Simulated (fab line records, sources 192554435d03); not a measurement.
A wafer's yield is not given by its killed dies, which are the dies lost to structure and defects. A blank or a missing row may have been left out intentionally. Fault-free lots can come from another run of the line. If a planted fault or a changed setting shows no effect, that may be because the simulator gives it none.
What tool caused it? | flow n5 finfet | 11 lots (33 wafers sampled), 1 step of a 1938-step route

WHAT THE GAUGES READ, wafer by wafer
N5_BEOL_M4_RS_MEAS_58: a four-point-probe measurement.
lot  | measured     | on            | M4_RS (ohm/sq)
L075 | day 9 11:37  | film metro-02 | 0.65 0.67 0.70
L077 | day 9 22:36  | film metro-02 | 0.65 0.70 0.70
L079 | day 10 22:24 | film metro-02 | 0.74 0.66 0.72
L081 | day 11 01:20 | film metro-01 | 0.65 0.70 0.68
L083 | day 11 06:58 | film metro-02 | 0.69 0.73 0.71
L087 | day 11 22:04 | film metro-02 | 0.70 0.65 0.70
L086 | day 12 16:59 | film metro-01 | 0.68 0.73 0.69
L088 | day 12 20:56 | film metro-02 | 0.68 0.69 0.66
L095 | day 14 03:53 | film metro-02 | 0.69 0.66 0.69
L094 | day 14 16:55 | film metro-01 | 0.64 0.65 0.69
L097 | day 15 11:17 | film metro-02 | 0.66 0.64 0.63

WHICH TOOL RAN EACH LOT (tool, then ch and the chambers of the sampled wafers, then the start)
Record: no process step prior to these readings.

THE ANSWER, worked out from the rows above alone
Rule: what is usual is taken from the lots themselves. Put in order of their means at a reading, lots are off if they are a third of the lots or fewer, leave a main group of 4 or more, and stand apart from it by a gap of 3 or more times the standard deviation of the main group's means; of several such gaps the widest counts. The tables above print the reading to a certain number of digits; a main group whose means all agree to those digits is not used. Also off: a lot with no number at a reading for which 4 or more lots have one. The other lots that the step has rows for count as sound.
No lot is off on any of the readings shown, so nothing can be concluded from this.

WHAT THE SIMULATOR HAD PUT IN
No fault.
